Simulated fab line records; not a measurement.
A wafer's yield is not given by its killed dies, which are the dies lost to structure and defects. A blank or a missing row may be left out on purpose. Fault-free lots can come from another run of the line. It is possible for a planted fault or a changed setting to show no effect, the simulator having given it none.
fab line records	flow n5Finfet
record lots=7	wafers=21
route steps=1938 shown BEOL_M2@841 BEOL_M3@931 BEOL_M4@1048 BEOL_M5@1141 BEOL_M6@1221 BEOL_M9@1405
startH: hours from the record's opening day to when the first of the lot's shown wafers began	waitH: hours from the lot's prior step to this one	" unchanged from the row above	L1.1+2: several wafers, shown together as one row	- either no value or no given start	* or withheld: withheld	< > ~ a bound
route shown NAME@n: a module of which the file shows steps, and the number in the route of the first	usual: the fault-free wafers' mean and standard deviation	same: alike in all rows	chamber/n: place in a boat	sites: the reading at each site	_std_site: their standard deviation	_edge_site: inner sites' mean taken away from outer sites' mean	radiusMm: how far each site lies from the wafer's centre	mask NAME#n: copy n	behind: the most recent tool/chamber to have shaped the wafer	hold: why the lot went on hold/how many hours it stayed there/how the hold came to an end	device: which transistor (n, p or np) failed to switch	end of line: tests run on the same wafers once the route is complete	where a step has no rows: the recipe by itself	killed: count of dies lost to structure and defects at first sort (not the wafer's yield)	map: the dies of a wafer, with x for killed, . for not killed, _ for no die there
set.NAME: setting as actually run; set.NAME@STEP: the setting as run at that earlier step	model.NAME: the simulator's own value behind a step, which no gauge read
lots where settings were altered on purpose, with a table for each step and a row for each wafer
## steps
# step N5_BEOL_M2_ILD_DEP_00
# recipe material=SiOC	targetThkA=790	tempC=350	precursor=DEMS/O2	pressureTorr=5	rfW=500	timeS=15.3
lot.wafer	tool	chamber	startH	waitH	set.timeS	model.SiOC_of_BEOL_M2_ILD_DEP_00.thkNm
L077.2	pecvd-03	0	147.11	0.0	16.05	81.2
L077.3	"	2	"	"	16.05	81.6
L077.4	"	0	"	"	15.3	79.6
L082.1	pecvd-03	1	181.88	0.0	15.3	79.4
L082.2	"	0	"	"	15.3	78.6
L082.3	"	2	"	"	16.11	81.6
L083.1	pecvd-04	1	184.78	0.0	14.3	72.8
L083.2	"	0	"	"	15.3	77.6
L083.6	"	0	"	"	15.3	78.8
L084.4+5	pecvd-03	1	188.16	0.1	17.3	91.2
L084.6	"	0	"	"	15.3	80.8
L085.1	pecvd-03	0	198.78	0.0	15.3	78.8
L085.3	"	0	"	"	15.3	80.6
L085.5	"	0	"	"	15.3	80.4
L087.1	pecvd-04	0	208.67	0.0	15.3	79.2
L087.4	"	1	"	"	15.3	79.6
L087.5	"	0	"	"	15.3	80.2
L096.3	pecvd-03	1	271.14	0.0	15.3	80.2
L096.4	"	0	"	"	15.3	82
L096.5	"	1	"	"	13.14	70
# step N5_BEOL_M2_THK_MEAS_01
# recipe reads=SiOC_of_BEOL_M2_ILD_DEP_00
# usual M2_ILD_THK=79.8/1.1
lot.wafer	tool	chamber	startH	waitH	set.timeS@BEOL_M2_ILD_DEP_00	M2_ILD_THK[nm]
L077.2	filmMetro-01	-	147.18	0.1	16.05	81.2
L077.3	"	-	"	"	16.05	81.6
L077.4	"	-	"	"	15.3	79.6
L082.1	filmMetro-01	-	181.95	0.0	15.3	79.4
L082.2	"	-	"	"	15.3	78.6
L082.3	"	-	"	"	16.11	81.6
L083.1	filmMetro-01	-	184.85	0.0	14.3	72.9
L083.2	"	-	"	"	15.3	77.6
L083.6	"	-	"	"	15.3	78.8
L084.4	filmMetro-02	-	188.23	0.1	17.3	91.2
L084.5	"	-	"	"	17.3	91.1
L084.6	"	-	"	"	15.3	80.8
L085.1	filmMetro-02	-	198.86	0.1	15.3	78.8
L085.3	"	-	"	"	15.3	80.5
L085.5	"	-	"	"	15.3	80.5
L087.1	filmMetro-01	-	208.74	0.0	15.3	79.2
L087.4	"	-	"	"	15.3	79.6
L087.5	"	-	"	"	15.3	80.2
L096.3	filmMetro-02	-	271.21	0.1	15.3	80.3
L096.4	"	-	"	"	15.3	82.0
L096.5	"	-	"	"	13.14	70.1
# step N5_BEOL_M3_ILD_DEP_00
# recipe material=SiOC	targetThkA=790	tempC=350	precursor=DEMS/O2	pressureTorr=5	rfW=500	timeS=15.3
lot.wafer	tool	chamber	startH	waitH	set.timeS	model.SiOC_of_BEOL_M3_ILD_DEP_00.thkNm
L077.2	pecvd-01	1	163.16	0.0	15.3	78
L077.3	"	2	"	"	15.3	77.6
L077.4	"	1	"	"	15.3	77.8
L083.1	pecvd-01	0	200.58	0.0	13.06	68.4
L083.2	"	2	"	"	15.3	76.6
L083.6	"	1	"	"	13.06	66.2
L082.1	pecvd-01	1	200.78	0.0	15.3	77.2
L082.2	"	2	"	"	15.3	76.8
L082.3	"	0	"	"	15.3	79.8
L084.4+6	pecvd-04	0,1	202.94	0.1	15.3	80.8
L084.5	"	2	"	"	15.3	83.2
L085.1	pecvd-04	1	206.47	0.0	15.3	78.6
L085.3+5	"	0	"	"	15.3	79.2
L087.1	pecvd-01	1	225.98	0.0	15.3	78.2
L087.4	"	0	"	"	16.06	85.6
L087.5	"	2	"	"	15.3	79.6
L096.3	pecvd-02	0	279.65	0.0	16.68	84.4
L096.4	"	2	"	"	15.3	79.2
L096.5	"	1	"	"	15.3	79.4
# step N5_BEOL_M3_THK_MEAS_01
# recipe reads=SiOC_of_BEOL_M3_ILD_DEP_00
# usual M3_ILD_THK=79.2/1.3
lot.wafer	tool	chamber	startH	waitH	set.timeS@BEOL_M3_ILD_DEP_00	M3_ILD_THK[nm]
L077.2	filmMetro-01	-	163.23	0.1	15.3	78.1
L077.3	"	-	"	"	15.3	77.5
L077.4	"	-	"	"	15.3	77.8
L083.1	filmMetro-02	-	200.65	0.0	13.06	68.3
L083.2	"	-	"	"	15.3	76.5
L083.6	"	-	"	"	13.06	66.2
L082.1	filmMetro-01	-	200.85	0.0	15.3	77.2
L082.2	"	-	"	"	15.3	76.9
L082.3	"	-	"	"	15.3	79.8
L084.4	filmMetro-02	-	202.99	0.0	15.3	80.9
L084.5	"	-	"	"	15.3	83.1
L084.6	"	-	"	"	15.3	80.8
L085.1	filmMetro-02	-	206.53	0.0	15.3	78.7
L085.3	"	-	"	"	15.3	79.3
L085.5	"	-	"	"	15.3	79.2
L087.1	filmMetro-02	-	226.05	0.0	15.3	78.3
L087.4	"	-	"	"	16.06	85.6
L087.5	"	-	"	"	15.3	79.6
L096.3	filmMetro-02	-	279.72	0.1	16.68	84.4
L096.4	"	-	"	"	15.3	79.3
L096.5	"	-	"	"	15.3	79.4
# step N5_BEOL_M4_COAT_68
# recipe resist=SiARC	tempC=220	timeS=60	spinRpm=1500	resistThkNm=12
lot.wafer	tool	chamber	startH	waitH	set.spinRpm	model.SiARC_of_BEOL_M4_COAT_68.thkNm
L077.2	lithoTrack-05	0	-	-	1428	12.4
L077.3+4	"	0	"	"	1500	12
L082.1	lithoTrack-03	0	-	-	1561	11.6
L082.2+3	"	0	"	"	1561	11.8
L084.4+5	lithoTrack-03	0	-	-	1500	12
L084.6	"	0	"	"	1435	12.4
L083.1+2	lithoTrack-05	0	-	-	1578	11.8
L083.6	"	0	"	"	1500	12
L085.1+3+5	lithoTrack-02	0	-	-	1500	12
L087.1+4	lithoTrack-03	0	-	-	1648	11.4
L087.5	"	0	"	"	1500	12
L096.3+4+5	lithoTrack-03	0	-	-	1500	12
# step N5_BEOL_M4_EXPOSE_25
# recipe maskId=V3	na=0.33	sourceShape=quasar	sigmaInner=0.2	sigmaOuter=0.8	polarization=unpolarized	defocusNm=5	doseMj=63
lot.wafer	tool	chamber	startH	waitH	mask	set.doseMj
L077.2+3+4	euvScanner-02	0	178.69	-	V3#0	63
L082.1+2	euvScanner-02	0	219.15	-	V3#0	63
L082.3	"	0	"	"	V3#0	65.05
L084.4	euvScanner-02	0	224.60	-	V3#0	63
L084.5+6	"	0	"	"	V3#0	59.01
L083.1	euvScanner-02	0	224.88	-	V3#0	59.18
L083.2+6	"	0	"	"	V3#0	63
L085.1+3+5	euvScanner-02	0	225.70	-	V3#0	63
L087.1	euvScanner-02	0	237.75	-	V3#0	66.9
L087.4+5	"	0	"	"	V3#0	63
L096.3+4+5	euvScanner-01	0	289.75	-	V3#0	63
# step N5_BEOL_M4_PEB_26
# recipe pebTempC=100	pebTimeS=60	resist=CAR-EUV
# step N5_BEOL_M4_DEVELOP_27
# recipe developTimeS=30	developer=TMAH	resist=CAR-EUV	rinseLiquid=surfactantRinse	dry=airSpin	devTempC=23
# step N5_BEOL_M4_CD_MEAS_28
# recipe targetCdNm=26.2	landingEnergyEv=500	detector=seInlens	targetCdYNm=24.1	polarity=opening
# usual cdNm=26.05/0.24
lot.wafer	tool	chamber	startH	waitH	set.doseMj@BEOL_M4_EXPOSE_25	cdNm
L077.2	cdSem-01	0	178.83	-	63	25.98
L077.3	"	0	"	"	63	25.74
L077.4	"	0	"	"	63	25.94
L082.1	cdSem-03	0	219.30	-	63	26.10
L082.2	"	0	"	"	63	26.18
L082.3	"	0	"	"	65.05	26.47
L084.4	cdSem-01	0	224.72	-	63	26.14
L084.5	"	0	"	"	59.01	24.97
L084.6	"	0	"	"	59.01	25.12
L083.1	cdSem-02	0	225.03	-	59.18	24.84
L083.2	"	0	"	"	63	26.10
L083.6	"	0	"	"	63	25.76
L085.1	cdSem-01	0	225.85	-	63	26.15
L085.3	"	0	"	"	63	25.78
L085.5	"	0	"	"	63	26.01
L087.1	cdSem-02	0	237.89	-	66.9	27.30
L087.4	"	0	"	"	63	26.15
L087.5	"	0	"	"	63	26.05
L096.3	cdSem-02	0	289.88	-	63	25.80
L096.4	"	0	"	"	63	25.54
L096.5	"	0	"	"	63	25.92
# step N5_BEOL_M4_DESCUM_33
# recipe chemistry=O2	timeS=7	sourcePowerW=50	biasPowerW=20	pressureMtorr=20	rfFrequencyHz=2.712e+07	tempC=40	resist=CAR-EUV	o2FlowSccm=225
# step N5_BEOL_M4_ETCH_77
# recipe chemistry=N2/H2	target=underlayer	targetDepthA=65	maskMaterial=CAR-EUV	timeS=5.2	ionEnergyEv=200	pressureMtorr=30	sourceW=840	biasW=150	n2FlowSccm=200	h2FlowSccm=200	ends=cleared
# step N5_BEOL_M4_ETCH_69
# recipe chemistry=CF4	target=SiARC	targetDepthA=156	maskMaterial=CAR-EUV	timeS=26	ionEnergyEv=80	pressureMtorr=40	sourceW=545	biasW=36	Ar_flow_sccm=100	cf4FlowSccm=100	ends=cleared
lot.wafer	tool	chamber	startH	waitH	set.spinRpm@BEOL_M4_COAT_68	model.etch.depthNm
L077.2	rieDiel-06	0	179.00	0.0	1428	12.36
L077.3	"	3	"	"	1500	12.06
L077.4	"	1	"	"	1500	12.02
L082.1	rieDiel-06	2	219.47	0.0	1561	11.7
L082.2	"	1	"	"	1561	11.72
L082.3	"	3	"	"	1561	11.76
L084.4	rieDiel-04	2	224.92	0.0	1500	12.07
L084.5	"	3	"	"	1500	12.03
L084.6	"	0	"	"	1435	12.32
L083.1+2	rieDiel-04	3,0	225.24	0.0	1578	11.74
L083.6	"	2	"	"	1500	12.05
L085.1+5	rieDiel-06	1,3	226.02	0.0	1500	12.02
L085.3	"	2	"	"	1500	12
L087.1+4	rieDiel-04	3,2	238.23	0.0	1648	11.45
L087.5	"	0	"	"	1500	11.98
L096.3	rieDiel-06	1	290.05	0.0	1500	11.95
L096.4+5	"	2,3	"	"	1500	11.99
# step N5_BEOL_M5_COAT_74
# recipe resist=underlayer	tempC=205	timeS=60	spinRpm=1500	resistThkNm=5
lot.wafer	tool	chamber	startH	waitH	set.spinRpm
L077.2+3+4	lithoTrack-04	0	-	-	1500
L082.1+2	lithoTrack-05	0	-	-	1500
L082.3	"	0	"	"	1376
L084.4+5+6	lithoTrack-01	0	-	-	1500
L083.1+2+6	lithoTrack-04	0	-	-	1500
L085.1+3+5	lithoTrack-01	0	-	-	1500
L087.1+4	lithoTrack-04	0	-	-	1500
L087.5	"	0	"	"	1436
L096.3	lithoTrack-01	0	-	-	1500
L096.4+5	"	0	"	"	1353
# step N5_BEOL_M5_COAT_22
# recipe resist=CAR-EUV	spinRpm=1500	resistThkNm=30
lot.wafer	tool	chamber	startH	waitH	set.spinRpm	model.CAR-EUV_of_BEOL_M5_COAT_22.thkNm
L077.2+4	lithoTrack-04	0	-	-	1645	28.8
L077.3	"	0	"	"	1500	30
L082.1	lithoTrack-05	0	-	-	1500	30
L082.2	"	0	"	"	1390	31.2
L082.3	"	0	"	"	1390	31
L084.4+5+6	lithoTrack-01	0	-	-	1346	31.6
L083.1+6	lithoTrack-04	0	-	-	1429	30.6
L083.2	"	0	"	"	1500	30
L085.1+3+5	lithoTrack-01	0	-	-	1500	30
L087.1+5	lithoTrack-04	0	-	-	1500	30
L087.4	"	0	"	"	1416	31
L096.3+4	lithoTrack-01	0	-	-	1644	28.6
L096.5	"	0	"	"	1500	30
# step N5_BEOL_M5_EBR_24
# recipe solvent=PGMEA	ebrWidthMm=1.5
# step N5_BEOL_M5_SOFTBAKE_23
# recipe tempC=110	timeS=60	resist=CAR-EUV
# step N5_BEOL_M5_EXPOSE_25
# recipe maskId=V4	na=0.33	sourceShape=quasar	sigmaInner=0.2	sigmaOuter=0.6	polarization=unpolarized	defocusNm=10	doseMj=52.75
# step N5_BEOL_M5_PEB_26
# recipe pebTempC=100	pebTimeS=60	resist=CAR-EUV
# step N5_BEOL_M5_DEVELOP_27
# recipe developTimeS=30	developer=TMAH	resist=CAR-EUV	rinseLiquid=surfactantRinse	dry=airSpin	devTempC=23
lot.wafer	tool	chamber	startH	waitH	set.spinRpm@BEOL_M5_COAT_22	model.CAR-EUV_of_BEOL_M5_COAT_22.thkNm
L077.2	lithoTrack-04	0	-	-	1645	28.2
L077.3	"	0	"	"	1500	29.6
L077.4	"	0	"	"	1645	28.4
L082.1	lithoTrack-01	0	-	-	1500	29.6
L082.2	"	0	"	"	1390	30.8
L082.3	"	0	"	"	1390	30.6
L084.4+6	lithoTrack-05	0	-	-	1346	31.2
L084.5	"	0	"	"	1346	31
L083.1+6	lithoTrack-01	0	-	-	1429	30.2
L083.2	"	0	"	"	1500	29.4
L085.1+3+5	lithoTrack-01	0	-	-	1500	29.4
L087.1+5	lithoTrack-05	0	-	-	1500	29.6
L087.4	"	0	"	"	1416	30.6
L096.3	lithoTrack-04	0	-	-	1644	28.2
L096.4	"	0	"	"	1644	28
L096.5	"	0	"	"	1500	29.6
# step N5_BEOL_M5_DESCUM_33
# recipe chemistry=O2	timeS=7	sourcePowerW=50	biasPowerW=20	pressureMtorr=20	rfFrequencyHz=2.712e+07	tempC=40	resist=CAR-EUV	o2FlowSccm=225
lot.wafer	tool	chamber	startH	waitH	set.spinRpm@BEOL_M5_COAT_22	model.CAR-EUV_of_BEOL_M5_COAT_22.thkNm
L077.2+4	rieDiel-03	1,0	202.53	0.3	1645	24.8
L077.3	"	3	"	"	1500	26.2
L082.1	rieDiel-03	1	229.70	0.0	1500	26
L082.2+3	"	3,0	"	"	1390	27.2
L084.4+5+6	rieDiel-01	2,0,1	234.98	0.0	1346	27.6
L083.1+6	rieDiel-01	2,1	235.35	0.4	1429	26.6
L083.2	"	0	"	"	1500	26
L085.1+3+5	rieDiel-01	2,0,1	240.58	0.0	1500	26
L087.1+5	rieDiel-02	0,2	251.62	0.0	1500	26.2
L087.4	"	1	"	"	1416	27.2
L096.3+4	rieDiel-02	0,3	303.37	0.1	1644	24.6
L096.5	"	3	"	"	1500	26.2
# step N5_BEOL_M5_ETCH_75
# recipe chemistry=N2/H2	target=underlayer	targetDepthA=65	maskMaterial=CAR-EUV	timeS=5.2	ionEnergyEv=200	pressureMtorr=30	sourceW=840	biasW=150	n2FlowSccm=200	h2FlowSccm=200	ends=cleared
lot.wafer	tool	chamber	startH	waitH	set.spinRpm@BEOL_M5_COAT_74	model.etch.depthNm
L077.2+4	rieDiel-03	1,0	202.57	0.0	1500	4.995
L077.3	"	3	"	"	1500	5.003
L082.1	rieDiel-03	1	229.74	0.0	1500	5.001
L082.2	"	3	"	"	1500	4.993
L082.3	"	0	"	"	1376	5.215
L084.4	rieDiel-01	2	235.00	0.0	1500	4.998
L084.5	"	0	"	"	1500	4.997
L084.6	"	1	"	"	1500	5.009
L083.1	rieDiel-01	2	235.39	0.0	1500	4.975
L083.2	"	0	"	"	1500	5.003
L083.6	"	1	"	"	1500	4.986
L085.1	rieDiel-01	2	240.61	0.0	1500	4.979
L085.3+5	"	0,1	"	"	1500	4.98
L087.1	rieDiel-02	0	251.66	0.0	1500	5.009
L087.4	"	1	"	"	1500	5.004
L087.5	"	2	"	"	1436	5.105
L096.3	rieDiel-02	0	303.40	0.0	1500	5.005
L096.4	"	3	"	"	1353	5.272
L096.5	"	3	"	"	1353	5.288
# step N5_BEOL_M6_COAT_22
# recipe resist=CAR-EUV	spinRpm=1500	resistThkNm=30
lot.wafer	tool	chamber	startH	waitH	set.spinRpm	model.CAR-EUV_of_BEOL_M6_COAT_22.thkNm
L077.2+4	lithoTrack-03	0	-	-	1500	30
L077.3	"	0	"	"	1598	29
L082.1+2+3	lithoTrack-02	0	-	-	1500	30
L084.4+5+6	lithoTrack-03	0	-	-	1500	30
L083.1+6	lithoTrack-02	0	-	-	1500	30
L083.2	"	0	"	"	1596	29
L085.1+5	lithoTrack-03	0	-	-	1500	30
L085.3	"	0	"	"	1500	30.2
L087.1	lithoTrack-03	0	-	-	1416	30.8
L087.4+5	"	0	"	"	1500	30
L096.3+5	lithoTrack-01	0	-	-	1631	28.8
L096.4	"	0	"	"	1500	30
# step N5_BEOL_M9_HM_DEP_02
# recipe material=TiN	targetThkA=200	tempC=25	chamberPressurePa=0.49996
lot.wafer	tool	chamber	startH	waitH	set.targetThkA	model.TiN_of_BEOL_M9_HM_DEP_02.thkNm
L077.2	pvdSputter-03	-	238.44	1.5	200	20
L077.3	"	-	"	"	200	19.8
L077.4	"	-	"	"	216.1	21.8
L082.1+2	pvdSputter-01	-	259.79	1.0	200	19.6
L082.3	"	-	"	"	200	19.8
L084.4	pvdSputter-03	-	272.47	2.4	217.5	21.8
L084.5	"	-	"	"	200	20
L084.6	"	-	"	"	200	20.2
L083.1+2+6	pvdSputter-03	-	273.75	1.7	200	19.8
L085.1+3	pvdSputter-02	-	274.73	0.1	200	19.8
L085.5	"	-	"	"	200	19.6
L087.1	pvdSputter-02	-	286.77	0.7	200	19.8
L087.4+5	"	-	"	"	181.3	18
L096.3	pvdSputter-01	-	339.98	1.5	200	19.8
L096.4	"	-	"	"	221.2	22.2
L096.5	"	-	"	"	200	20
# step N5_BEOL_M9_EXPOSE_08
# recipe maskId=M9	na=1.35	sourceShape=dipole	sigmaInner=0.411	sigmaOuter=0.611	polarization=te	doseMj=53.75
lot.wafer	tool	chamber	startH	waitH	mask	set.doseMj
L077.2	arfiScanner-03	0	238.82	-	M9#0	50.04
L077.3+4	"	0	"	"	M9#0	53.75
L082.1+2	arfiScanner-02	0	260.05	-	M9#0	50.03
L082.3	"	0	"	"	M9#0	53.75
L084.4+6	arfiScanner-03	0	272.86	-	M9#0	55.98
L084.5	"	0	"	"	M9#0	53.75
L083.1	arfiScanner-03	0	274.00	-	M9#0	53.75
L083.2+6	"	0	"	"	M9#0	57.48
L085.1+3+5	arfiScanner-03	0	274.97	-	M9#0	53.75
L087.1	arfiScanner-02	0	287.14	-	M9#0	50.17
L087.4+5	"	0	"	"	M9#0	53.75
L096.3	arfiScanner-02	0	340.24	-	M9#0	53.75
L096.4+5	"	0	"	"	M9#0	57.31
# step N5_BEOL_M9_PEB_09
# recipe pebTempC=withheld	pebTimeS=60	resist=CAR-ArF
# step N5_BEOL_M9_DEVELOP_10
# recipe developTimeS=30	developer=TMAH	resist=CAR-ArF	rinseLiquid=diw	dry=airSpin	devTempC=23
# step N5_BEOL_M9_CD_MEAS_11
# recipe targetCdNm=64.1	landingEnergyEv=500	detector=seInlens	polarity=opening
# usual cdNm=63.6/0.59
lot.wafer	tool	chamber	startH	waitH	set.doseMj@BEOL_M9_EXPOSE_08	cdNm
L077.2	cdSem-02	0	238.94	-	50.04	59.1
L077.3	"	0	"	"	53.75	63.0
L077.4	"	0	"	"	53.75	63.3
L082.1	cdSem-02	0	260.17	-	50.03	59.4
L082.2	"	0	"	"	50.03	58.8
L082.3	"	0	"	"	53.75	63.5
L084.4	cdSem-03	0	272.97	-	55.98	65.7
L084.5	"	0	"	"	53.75	64.2
L084.6	"	0	"	"	55.98	65.9
L083.1	cdSem-02	0	274.12	-	53.75	62.9
L083.2	"	0	"	"	57.48	67.8
L083.6	"	0	"	"	57.48	67.4
L085.1	cdSem-01	0	275.10	-	53.75	63.7
L085.3	"	0	"	"	53.75	63.0
L085.5	"	0	"	"	53.75	63.4
L087.1	cdSem-03	0	287.27	-	50.17	59.7
L087.4	"	0	"	"	53.75	64.4
L087.5	"	0	"	"	53.75	64.3
L096.3	cdSem-01	0	340.35	-	53.75	64.4
L096.4	"	0	"	"	57.31	67.8
L096.5	"	0	"	"	57.31	67.5
# step N5_BEOL_M9_DESCUM_16
# recipe chemistry=O2	timeS=7.9	sourcePowerW=50	biasPowerW=20	pressureMtorr=20	rfFrequencyHz=2.712e+07	tempC=40	resist=CAR-ArF	o2FlowSccm=225
# step N5_BEOL_M9_ETCH_61
# recipe chemistry=CF4	target=SiARC	targetDepthA=390	maskMaterial=CAR-ArF	timeS=65	ionEnergyEv=80	pressureMtorr=40	sourceW=545	biasW=36	Ar_flow_sccm=100	cf4FlowSccm=100	ends=cleared
lot.wafer	tool	chamber	startH	waitH	set.doseMj@BEOL_M9_EXPOSE_08	model.BEOL_M9.cdOffsetNm
L077.2	rieDiel-01	1	239.06	0.0	50.04	-5.2
L077.3	"	0	"	"	53.75	-0.6
L077.4	"	2	"	"	53.75	-1.4
L082.1	rieDiel-01	1	260.30	0.0	50.03	-4.4
L082.2	"	2	"	"	50.03	-5.4
L082.3	"	0	"	"	53.75	0
L084.4	rieDiel-01	1	273.12	0.0	55.98	1.6
L084.5	"	0	"	"	53.75	1
L084.6	"	2	"	"	55.98	1.4
L083.1	rieDiel-03	0	274.46	0.0	53.75	-1.2
L083.2	"	3	"	"	57.48	4
L083.6	"	1	"	"	57.48	3.6
L085.1	rieDiel-01	1	275.22	0.0	53.75	-0.6
L085.3	"	2	"	"	53.75	-1.2
L085.5	"	1	"	"	53.75	-0.8
L087.1	rieDiel-01	1	287.39	0.0	50.17	-4.8
L087.4	"	3	"	"	53.75	0.4
L087.5	"	3	"	"	53.75	0.2
L096.3	rieDiel-01	1	340.50	0.0	53.75	0
L096.4	"	0	"	"	57.31	4
L096.5	"	2	"	"	57.31	3.4
## key
split step=N5_BEOL_M2_ILD_DEP_00	setting=timeS	stated=15.3	by=wafer
response step=N5_BEOL_M2_ILD_DEP_00	reading=model.SiOC_of_BEOL_M2_ILD_DEP_00.thkNm	change=+0.754	per=1%	r=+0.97
response step=N5_BEOL_M2_THK_MEAS_01	reading=M2_ILD_THK	change=+0.749	per=1%	r=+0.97
split step=N5_BEOL_M3_ILD_DEP_00	setting=timeS	stated=15.3	by=wafer
response step=N5_BEOL_M3_ILD_DEP_00	reading=model.SiOC_of_BEOL_M3_ILD_DEP_00.thkNm	change=+0.672	per=1%	r=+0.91
response step=N5_BEOL_M3_THK_MEAS_01	reading=M3_ILD_THK	change=+0.67	per=1%	r=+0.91
split step=N5_BEOL_M4_COAT_68	setting=spinRpm	stated=1500	by=wafer
response step=N5_BEOL_M4_COAT_68	reading=model.SiARC_of_BEOL_M4_COAT_68.thkNm	change=-0.0639	per=1%	r=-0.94
response step=N5_BEOL_M4_ETCH_69	reading=model.etch.depthNm	change=-0.0577	per=1%	r=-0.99
split step=N5_BEOL_M4_EXPOSE_25	setting=doseMj	stated=63	by=wafer
response step=N5_BEOL_M4_CD_MEAS_28	reading=cdNm	change=+0.175	per=1%	r=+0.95
split step=N5_BEOL_M5_COAT_74	setting=spinRpm	stated=1500	by=wafer
response step=N5_BEOL_M5_ETCH_75	reading=model.etch.depthNm	change=-0.0269	per=1%	r=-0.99
split step=N5_BEOL_M5_COAT_22	setting=spinRpm	stated=1500	by=wafer
response step=N5_BEOL_M5_COAT_22	reading=model.CAR-EUV_of_BEOL_M5_COAT_22.thkNm	change=-0.142	per=1%	r=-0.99
response step=N5_BEOL_M5_DEVELOP_27	reading=model.CAR-EUV_of_BEOL_M5_COAT_22.thkNm	change=-0.152	per=1%	r=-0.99
response step=N5_BEOL_M5_DESCUM_33	reading=model.CAR-EUV_of_BEOL_M5_COAT_22.thkNm	change=-0.157	per=1%	r=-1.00
split step=N5_BEOL_M6_COAT_22	setting=spinRpm	stated=1500	by=wafer
response step=N5_BEOL_M6_COAT_22	reading=model.CAR-EUV_of_BEOL_M6_COAT_22.thkNm	change=-0.146	per=1%	r=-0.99
split step=N5_BEOL_M9_HM_DEP_02	setting=targetThkA	stated=200	by=wafer
response step=N5_BEOL_M9_HM_DEP_02	reading=model.TiN_of_BEOL_M9_HM_DEP_02.thkNm	change=+0.209	per=1%	r=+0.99
split step=N5_BEOL_M9_EXPOSE_08	setting=doseMj	stated=53.75	by=wafer
response step=N5_BEOL_M9_CD_MEAS_11	reading=cdNm	change=+0.599	per=1%	r=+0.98
response step=N5_BEOL_M9_ETCH_61	reading=model.BEOL_M9.cdOffsetNm	change=+0.635	per=1%	r=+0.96
